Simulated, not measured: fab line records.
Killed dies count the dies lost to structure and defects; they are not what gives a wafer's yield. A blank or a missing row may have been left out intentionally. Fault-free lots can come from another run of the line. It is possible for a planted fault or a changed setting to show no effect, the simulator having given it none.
fab line records -- flow nandHarc
record lots=14, wafers=42, lastDay=32
route steps=1302 shown A_M0@1156 A_M1@1174 END@1302
lots untouched by any fault: they come from a run of this same line in which no faults occurred
startH: the number of hours between the record's first day and the start of the first shown wafer of the lot -- waitH: how many hours have passed since the lot's step before this one -- " identical to the entry in the row above -- L1.1+2: a single row standing in for several wafers -- - either no value or no given start -- * or withheld: withheld -- < > ~ a bound
route shown NAME@n: NAME is a module with steps in the file, n the number in the route of the first one -- usual: the fault-free wafers' mean and standard deviation -- same: alike in all rows -- chamber/n: place in a boat -- sites: per-site readings -- _std_site: standard deviation across them -- _edge_site: mean of outer sites minus mean of inner sites -- radiusMm: how far each site lies from the wafer's centre -- mask NAME#n: copy n -- behind: the last tool/chamber to shape the wafer -- hold: why the lot went on hold/how many hours it stayed there/how the hold came to an end -- device: which transistor (n, p or np) failed to switch -- end of line: the same wafers' tests at the end of the route -- step lacking rows: just its recipe -- killed: the dies lost at the first sort to structure and to defects; this is not the yield of the wafer -- map: per-die view of a wafer (x killed, . not killed, _ where there is no die)
set.NAME: the setting the step ran with; set.NAME@STEP: the setting that earlier step ran with -- model.NAME: the simulator's own value behind a step, which no gauge read
route steps across a sampled set of lots; one table per step, one row per wafer
services: the hour from which a tool's chamber was out of use, counted from the record's first day as startH (under 0 if before that day), plus the number of hours and why
## steps
# step NHARC_A_M0_DEGAS_28
# recipe tempC=250, timeS=60
# usual heaterPowerW=345/36
lot.wafer,tool,chamber,startH,waitH,heaterPowerW
L953.2,pvdSputter-03,-,525.69,-,314
L953.1,pvdSputter-03,-,525.69,-,388
L953.6,pvdSputter-03,-,525.69,-,343
L955.4,pvdSputter-02,-,541.20,-,438
L955.1,pvdSputter-02,-,541.20,-,332
L955.5,pvdSputter-02,-,541.20,-,325
L954.4,pvdSputter-02,-,546.32,-,332
L954.1,pvdSputter-02,-,546.32,-,439
L954.5,pvdSputter-02,-,546.32,-,343
L956.4,pvdSputter-01,-,547.06,-,372
L956.2,pvdSputter-01,-,547.06,-,307
L956.5,pvdSputter-01,-,547.06,-,378
L957.2,pvdSputter-01,-,549.20,-,313
L957.1,pvdSputter-01,-,549.20,-,341
L957.6,pvdSputter-01,-,549.20,-,319
L958.4,pvdSputter-01,-,576.81,-,297
L958.2,pvdSputter-01,-,576.81,-,334
L958.5,pvdSputter-01,-,576.81,-,323
L959.2,pvdSputter-03,-,591.51,-,355
L959.1,pvdSputter-03,-,591.51,-,384
L959.6,pvdSputter-03,-,591.51,-,387
L960.1,pvdSputter-02,-,596.03,-,442
L960.4,pvdSputter-02,-,596.03,-,340
L960.5,pvdSputter-02,-,596.03,-,354
L961.4,pvdSputter-02,-,600.95,-,433
L961.3,pvdSputter-02,-,600.95,-,292
L961.5,pvdSputter-02,-,600.95,-,443
L966.3,pvdSputter-03,-,645.54,-,321
L966.1,pvdSputter-03,-,645.54,-,376
L966.2,pvdSputter-03,-,645.54,-,388
L965.4,pvdSputter-03,-,654.69,-,333
L965.3,pvdSputter-03,-,654.69,-,372
L965.1,pvdSputter-03,-,654.69,-,381
L967.2,pvdSputter-02,-,687.14,-,435
L967.5,pvdSputter-02,-,687.14,-,288
L967.6,pvdSputter-02,-,687.14,-,335
L976.3,pvdSputter-03,-,727.44,-,337
L976.1,pvdSputter-03,-,727.44,-,366
L976.5,pvdSputter-03,-,727.44,-,336
L975.4,pvdSputter-03,-,733.56,-,371
L975.1,pvdSputter-03,-,733.56,-,374
L975.6,pvdSputter-03,-,733.56,-,329
# step NHARC_A_M0_PVD_20
# recipe targetThkA=50, biasV=168.6, powerW=15000, chamberPressurePa=0.12, timeS=8.06, substrateTempC=50, material=TaN
# usual throttleValvePct=30.4/0.96
lot.wafer,tool,chamber,startH,waitH,throttleValvePct
L953.2,pvdSputter-03,-,-,-,30.7
L953.1,pvdSputter-03,-,-,-,30.9
L953.6,pvdSputter-03,-,-,-,31.0
L955.1,pvdSputter-02,-,-,-,30.2
L955.4,pvdSputter-02,-,-,-,29.4
L955.5,pvdSputter-02,-,-,-,30.2
L954.1,pvdSputter-02,-,-,-,31.5
L954.4,pvdSputter-02,-,-,-,30.3
L954.5,pvdSputter-02,-,-,-,29.3
L956.4,pvdSputter-01,-,-,-,28.8
L956.2,pvdSputter-01,-,-,-,30.9
L956.5,pvdSputter-01,-,-,-,28.7
L957.1,pvdSputter-01,-,-,-,31.1
L957.2,pvdSputter-01,-,-,-,30.5
L957.6,pvdSputter-01,-,-,-,28.7
L958.2,pvdSputter-01,-,-,-,28.7
L958.4,pvdSputter-01,-,-,-,28.9
L958.5,pvdSputter-01,-,-,-,28.7
L959.2,pvdSputter-03,-,-,-,31.1
L959.1,pvdSputter-03,-,-,-,30.0
L959.6,pvdSputter-03,-,-,-,30.5
L960.4,pvdSputter-02,-,-,-,29.3
L960.1,pvdSputter-02,-,-,-,30.0
L960.5,pvdSputter-02,-,-,-,29.4
L961.4,pvdSputter-02,-,-,-,30.2
L961.3,pvdSputter-02,-,-,-,29.2
L961.5,pvdSputter-02,-,-,-,30.3
L966.1,pvdSputter-03,-,-,-,30.5
L966.3,pvdSputter-03,-,-,-,31.6
L966.2,pvdSputter-03,-,-,-,30.1
L965.1,pvdSputter-03,-,-,-,30.8
L965.3,pvdSputter-03,-,-,-,30.6
L965.4,pvdSputter-03,-,-,-,31.8
L967.2,pvdSputter-02,-,-,-,31.6
L967.5,pvdSputter-02,-,-,-,30.3
L967.6,pvdSputter-02,-,-,-,29.5
L976.3,pvdSputter-03,-,-,-,31.4
L976.1,pvdSputter-03,-,-,-,30.6
L976.5,pvdSputter-03,-,-,-,31.7
L975.4,pvdSputter-03,-,-,-,31.5
L975.1,pvdSputter-03,-,-,-,31.1
L975.6,pvdSputter-03,-,-,-,30.7
# step NHARC_A_M0_ANNEAL_30
# recipe tempC=225, timeS=90
# usual wafer_temp_C_max=226.1/0.33
lot.wafer,tool,chamber,startH,waitH,wafer_temp_C_max
L953.1,rtpAnneal-01,0,526.43,0.3,226.1
L953.2,rtpAnneal-01,0,526.43,0.3,226.0
L953.6,rtpAnneal-01,0,526.43,0.3,226.4
L955.1,rtpAnneal-01,0,541.95,0.3,226.7
L955.4,rtpAnneal-01,0,541.95,0.3,226.3
L955.5,rtpAnneal-01,0,541.95,0.3,226.2
L954.1,rtpAnneal-01,0,547.27,-,226.2
L954.4,rtpAnneal-01,0,547.27,-,226.1
L954.5,rtpAnneal-01,0,547.27,-,226.3
L956.2,rtpAnneal-01,0,547.86,-,226.2
L956.4,rtpAnneal-01,0,547.86,-,226.3
L956.5,rtpAnneal-01,0,547.86,-,225.9
L957.1,rtpAnneal-02,0,549.93,-,225.5
L957.2,rtpAnneal-02,0,549.93,-,225.6
L957.6,rtpAnneal-02,0,549.93,-,225.8
L958.2,rtpAnneal-01,0,577.62,-,226.3
L958.4,rtpAnneal-01,0,577.62,-,226.1
L958.5,rtpAnneal-01,0,577.62,-,226.4
L959.1,rtpAnneal-01,0,592.24,0.3,225.9
L959.2,rtpAnneal-01,0,592.24,0.3,225.5
L959.6,rtpAnneal-01,0,592.24,0.3,226.4
L960.1,rtpAnneal-02,0,596.75,0.3,225.8
L960.4,rtpAnneal-02,0,596.75,0.3,225.8
L960.5,rtpAnneal-02,0,596.75,0.3,225.5
L961.3,rtpAnneal-02,0,601.79,0.3,226.1
L961.4,rtpAnneal-02,0,601.79,0.3,225.5
L961.5,rtpAnneal-02,0,601.79,0.3,225.8
L966.1,rtpAnneal-01,0,646.28,0.3,226.3
L966.2,rtpAnneal-01,0,646.28,0.3,226.7
L966.3,rtpAnneal-01,0,646.28,0.3,226.5
L965.1,rtpAnneal-01,0,655.42,-,226.3
L965.3,rtpAnneal-01,0,655.42,-,226.2
L965.4,rtpAnneal-01,0,655.42,-,227.0
L967.2,rtpAnneal-02,0,687.91,-,225.7
L967.5,rtpAnneal-02,0,687.91,-,225.8
L967.6,rtpAnneal-02,0,687.91,-,225.3
L976.1,rtpAnneal-02,0,728.16,-,226.0
L976.3,rtpAnneal-02,0,728.16,-,225.9
L976.5,rtpAnneal-02,0,728.16,-,225.7
L975.1,rtpAnneal-01,0,734.29,0.3,226.5
L975.4,rtpAnneal-01,0,734.29,0.3,227.0
L975.6,rtpAnneal-01,0,734.29,0.3,226.2
# step NHARC_A_M1_SOFTBAKE_04
# recipe tempC=105, timeS=55
# usual exhaustPa=45.1/0.92, heaterPowerTotalW=188.46/0.14
lot.wafer,tool,chamber,startH,waitH,exhaustPa,heaterPowerTotalW
L953.1,lithoTrack-04,0,528,-,47.0,188.38
L953.2,lithoTrack-04,0,528,-,45.8,188.34
L953.6,lithoTrack-04,0,528,-,46.0,188.61
L955.1,lithoTrack-01,0,543,-,45.9,188.48
L955.4,lithoTrack-01,0,543,-,44.9,188.52
L955.5,lithoTrack-01,0,543,-,44.5,188.36
L954.1,lithoTrack-04,0,549,-,45.3,188.63
L954.4,lithoTrack-04,0,549,-,44.2,188.66
L954.5,lithoTrack-04,0,549,-,46.4,188.32
L956.2,lithoTrack-04,0,549,-,45.6,188.51
L956.4,lithoTrack-04,0,549,-,43.9,188.23
L956.5,lithoTrack-04,0,549,-,45.1,188.30
L957.1,lithoTrack-06,0,551,-,45.1,188.31
L957.2,lithoTrack-06,0,551,-,45.5,188.80
L957.6,lithoTrack-06,0,551,-,44.1,188.55
L958.2,lithoTrack-04,0,579,-,43.6,188.30
L958.4,lithoTrack-04,0,579,-,43.3,188.35
L958.5,lithoTrack-04,0,579,-,42.5,188.53
L959.1,lithoTrack-04,0,595,-,44.6,188.63
L959.2,lithoTrack-04,0,595,-,43.9,188.48
L959.6,lithoTrack-04,0,595,-,44.7,188.27
L960.1,lithoTrack-01,0,598,-,45.7,188.39
L960.4,lithoTrack-01,0,598,-,46.5,188.53
L960.5,lithoTrack-01,0,598,-,44.1,188.35
L961.3,lithoTrack-06,0,604,-,46.0,188.44
L961.4,lithoTrack-06,0,604,-,44.9,188.37
L961.5,lithoTrack-06,0,604,-,45.7,188.55
L966.1,lithoTrack-04,0,648,-,43.1,188.24
L966.2,lithoTrack-04,0,648,-,46.0,188.42
L966.3,lithoTrack-04,0,648,-,45.4,188.30
L965.1,lithoTrack-01,0,657,-,45.2,192.15
L965.3,lithoTrack-01,0,657,-,45.3,192.18
L965.4,lithoTrack-01,0,657,-,45.4,192.23
L967.2,lithoTrack-01,0,689,-,44.9,192.13
L967.5,lithoTrack-01,0,689,-,45.2,192.02
L967.6,lithoTrack-01,0,689,-,45.3,192.47
L976.1,lithoTrack-06,0,729,-,45.5,188.47
L976.3,lithoTrack-06,0,729,-,46.3,188.33
L976.5,lithoTrack-06,0,729,-,45.6,188.34
L975.1,lithoTrack-04,0,736,-,45.5,188.75
L975.4,lithoTrack-04,0,736,-,44.3,188.32
L975.6,lithoTrack-04,0,736,-,45.2,188.35
# step NHARC_END_SORT_01
# recipe tempC=25
# usual defectLimitedYield=91.0/2.8, killedAtArray=56/19, killedAtOther=0.6/1, killedAtPeriphery=3.9/2.7, killedDies=61/19, killedOpen=3.3/1.9, killedShort=2.4/1.7
# same grossDies=677
lot.wafer,tool,chamber,startH,waitH,defectLimitedYield[%],killedAtArray,killedAtOther,killedAtPeriphery,killedDies,killedOpen,killedShort
L961.3,prober-02,0,639.64,3.1,95.0,26,0,8,34,2,3
L961.4,prober-02,0,640.44,3.4,95.1,27,0,6,33,2,0
L961.5,prober-02,0,641.23,3.7,94.5,35,0,2,37,5,4
L967.2,prober-01,0,725.78,2.8,92.0,49,2,3,54,1,1
L967.5,prober-01,0,728.16,3.7,87.9,79,1,2,82,3,1
L967.6,prober-01,0,728.95,4.0,87.9,80,1,1,82,5,1
# killed by level:class
L961.3 A_CHANNEL_HOLE_D2:chamberFilmFlake=12 P_GATE:chamberFilmFlake=7 A_CHANNEL_HOLE_D1:chamberFilmFlake=4 A_WL_FILL:chamberFilmFlake=3 P_STI:geometricParticle:open=1 A_ONON_D1:geometricParticle:short=1 A_DECK1_JOINT:geometricParticle:short=1 A_CHANNEL_HOLE_D2:geometricParticle:open=1
L961.4 A_CHANNEL_HOLE_D2:chamberFilmFlake=13 P_GATE:chamberFilmFlake=5 A_CHANNEL_HOLE_D1:chamberFilmFlake=5 A_CHANNEL_FILL_D1:chamberFilmFlake=2 A_STAIRCASE:chamberFilmFlake=2 A_WL_FILL:chamberFilmFlake=2 P_M1:geometricParticle:open=1 A_WL_FILL:geometricParticle:open=1
L961.5 A_CHANNEL_HOLE_D2:chamberFilmFlake=9 A_CHANNEL_FILL_D1:chamberFilmFlake=4 A_CHANNEL_FILL_D2:geometricParticle:short=3 A_CHANNEL_HOLE_D1:chamberFilmFlake=3 A_STAIRCASE:chamberFilmFlake=3 P_GATE:chamberFilmFlake=2 A_DECK1_JOINT:chamberFilmFlake=2 A_WL_FILL:chamberFilmFlake=2
L967.2 A_CHANNEL_HOLE_D1:chamberFilmFlake=30 A_SLIT:chamberFilmFlake=16 THIN_TSV:chamberFilmFlake=2 P_M0:geometricParticle:open=1 A_CHANNEL_HOLE_D1:geometricParticle:short=1 P_ZERO_WELL:chamberFilmFlake=1 P_GATE:chamberFilmFlake=1 A_STAIRCASE:chamberFilmFlake=1
L967.5 A_CHANNEL_HOLE_D1:chamberFilmFlake=38 A_SLIT:chamberFilmFlake=27 A_CONTACT:chamberFilmFlake=7 A_WL_FILL:chamberFilmFlake=2 P_M2:geometricParticle:open=1 A_DECK1_JOINT:geometricParticle:short=1 A_ONON_D2:geometricParticle:open=1 A_CHANNEL_HOLE_D2:geometricParticle:open=1
L967.6 A_SLIT:chamberFilmFlake=37 A_CHANNEL_HOLE_D1:chamberFilmFlake=31 A_STAIRCASE:chamberFilmFlake=3 A_ONON_D1:geometricParticle:open=2 A_ONON_D2:geometricParticle:open=2 A_CONTACT:chamberFilmFlake=2 A_DECK1_JOINT:geometricParticle:open=1 A_M0:geometricParticle:short=1
## services
tool,chamber,startH,hours,kind
lithoTrack-01,-,505.00,7.0,pm
pvdSputter-03,-,526.01,10.0,pm
lithoTrack-06,-,529.00,7.0,pm
lithoTrack-04,-,553.00,7.0,pm
pvdSputter-01,-,582.00,10.0,pm
pvdSputter-02,-,643.50,10.0,pm
lithoTrack-01,-,680.00,7.0,pm
pvdSputter-03,-,691.78,1.4,repair
lithoTrack-06,-,704.00,7.0,pm
pvdSputter-03,-,704.01,10.0,pm
lithoTrack-04,-,728.00,7.0,pm
## key
firstSign step=NHARC_A_M1_SOFTBAKE_04, reading=heaterPowerTotalW, direction=up, sigmas=26, usual=*, struck=*
effect none on later readings
metAt NHARC_A_M1_SOFTBAKE_04
struckLots L965,L967
notActingAt NHARC_A_M0_DEGAS_28,NHARC_A_M0_PVD_20,NHARC_A_M0_ANNEAL_30
onsetBetween 598 657
fault kind=processParameterDrift, tool=lithoTrack-01, chamber=-, onsetH=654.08, steps=NHARC_A_M1_SOFTBAKE_04, channel=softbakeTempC, offset=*, shape=step, endH=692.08, actsIn=*, stated=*
